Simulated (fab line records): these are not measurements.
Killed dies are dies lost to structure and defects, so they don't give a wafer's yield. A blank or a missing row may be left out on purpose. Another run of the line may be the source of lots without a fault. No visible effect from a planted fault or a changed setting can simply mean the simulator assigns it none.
Struck lot and sound lot, side by side | flow n5 finfet | 37 out of 1938 route steps
Sound: these wafers, L108.3, L108.5, L108.6. Struck: wafer L110.5. (L110.2, L110.3 of the same lot were not struck and are left out.) The cause comes at the end.
Per side, at each step with rows, come the tool, then ch with its chambers, and then its first start. Under that, the readings that differ: sound wafers | struck wafers | difference of the means | sigmas: that difference in standard deviations of wafers without a fault.
alike: readings whose means differ by less than 2 such deviations, and words and numbers that are the same on both sides. not compared: withheld readings, readings that some wafer has no value for, bounds like >300 that may hide the same value, and numbers for which the record gives no deviation and whose values overlap.
A row with sigmas, a row that says differs or no value, or rows on one side alone: a step with any of these is where the two part. Numbers that don't overlap but have no deviation are shown without sigmas and don't part them. Lack of a reading on every wafer of one side parts them only where that side has two or more wafers.

first, 9 steps without rows for these wafers: N5_BEOL_M7_COAT_64 (time 60 s, resist thk 12 nm); N5_BEOL_M7_COAT_71 (time 60 s, resist thk 5 nm); N5_BEOL_M7_COAT_22 (resist thk 30 nm); N5_BEOL_M7_EBR_24; N5_BEOL_M7_SOFTBAKE_23 (time 60 s); N5_BEOL_M7_EXPOSE_25 (exposes mask V6, target cd 40 nm); N5_BEOL_M7_PEB_26 (peb time 60 s); N5_BEOL_M7_DEVELOP_27 (develop time 30 s); N5_BEOL_M7_DESCUM_33 (chemistry O2, time 7 s).
N5_BEOL_M7_ETCH_72: etches underlayer in N2/H2, target depth 6.5 nm, time 5.2 s.
  sound on rie diel-06 ch 0,1, day 10 08:54; struck on rie diel-06 ch 3, day 10 22:29
  alike: drypump motor current A, etch rf on time s, oes product au, rf vpp V, showerhead plenum p Torr, throttle valve pct
  not compared: rf hours counter h
then, 26 steps without rows for these wafers: N5_BEOL_M7_ETCH_65 (etches SiARC in CF4, target depth 15.6 nm, time 26 s); N5_BEOL_M7_ETCH_66 (etches SOC in N2/H2, target depth 80 nm, overetch 16 nm, time 120 s); N5_BEOL_M7_STRIP_69 (strips in N2/H2); N5_BEOL_M7_STRIP_73 (strips in N2/H2); N5_BEOL_M7_VIA_ETCH_34 (etches SiCOH lowk in C4F6/O2, target depth 125.5 nm, time 50.5 s); N5_BEOL_M7_STRIP_76 (strips in C4F6/O2); N5_BEOL_M7_STRIP_36 (strips in N2/H2); N5_BEOL_M7_TRENCH_ETCH_37 (etches SiCOH lowk in C4F6/O2, target depth 93.478 nm, time 31.2 s); N5_BEOL_M7_ETCH_41 (etches SiCN in CH3F/O2, target depth 31.9 nm, time 57.8 s); N5_BEOL_M7_STRIP_80 (strips in N2/H2, time 10 s); N5_BEOL_M7_HM_STRIP_39 (strips TiN in peroxide tin strip, target depth 25 nm, time 158 s); N5_BEOL_M7_SRD_40 (time 30 s); N5_BEOL_M7_PRECLEAN_42 (cleans in residue remover, time 60 s); N5_BEOL_M7_SRD_43 (time 30 s); N5_BEOL_M7_CURE_75 (cures SiCOH lowk, time 120 s); N5_BEOL_M7_DEGAS_44 (time 60 s); N5_BEOL_M7_PRE_CLEAN_45 (time 30 s); N5_BEOL_M7_ALD_77 (deposits TaN, target thk 2 nm, pulse time 2 s, purge time 3 s); N5_BEOL_M7_SURFACE_TREAT_79; N5_BEOL_M7_CVD_78 (deposits Co from CCTBA/H2, target thk 2 nm, time 142.3 s); N5_BEOL_M7_SPUTTER_48 (material Cu, target thk 10 nm, time 1.667 s); N5_BEOL_M7_ECD_50 (material Cu, target thk 300 nm); N5_BEOL_M7_ANNEAL_51 (time 90 s); N5_BEOL_M7_CMP_52 (polishes, stops on SiCOH lowk, t overpolish 6.9 s, target thk 80 nm); N5_BEOL_M7_PRE_CLEAN_55 (time 15 s); N5_BEOL_M7_DEP_56 (deposits SiCN from 3MS/NH3, target thk 10 nm, time 17.5 s).
-- here the record skips 3 days between the struck wafers' starts before and after, leaving off in module BEOL_M7 and picking up in module PASSIVATION (first step shown: number 1936 of the route) --
N5_PASSIVATION_PROBE_49:
  sound: prober-01 at day 13 11:14; struck: prober-02 at day 14 07:27
  reading                  | sound          | struck | difference | sigmas
  defect limited yield (%) | 89.2 89.3 88.8 | 81.9   | -7.2       | -4
  killed_at_M0_to_M3       | 41 42 60       | 17     | -31        | -3
  killed_at_M4_up          | 13 14 16       | 139    | +125       | +28
  killed at contacts       | 16 8 9         | 27     | +16        | +2
  killed at front end      | 56 59 45       | 29     | -24        | -2
  killed dies              | 127 126 132    | 213    | +85        | +5
  killed open              | 89 87 100      | 61     | -31        | -2
  sort_bin_5_function (%)  | 6.4 6.3 6.5    | 12.5   | +6.1       | +6
  sort n pass              | 1053 1054 1048 | 967    | -85        | -5
  sort yield pct (%)       | 89.2 89.3 88.8 | 81.9   | -7.2       | -4
  alike: killed at other, killed on rim, killed short, sort_bin_6_memory

WHERE THEY PART
At N5_PASSIVATION_PROBE_49 and nowhere else, as far as this record goes.

WHY: what the simulator had put in
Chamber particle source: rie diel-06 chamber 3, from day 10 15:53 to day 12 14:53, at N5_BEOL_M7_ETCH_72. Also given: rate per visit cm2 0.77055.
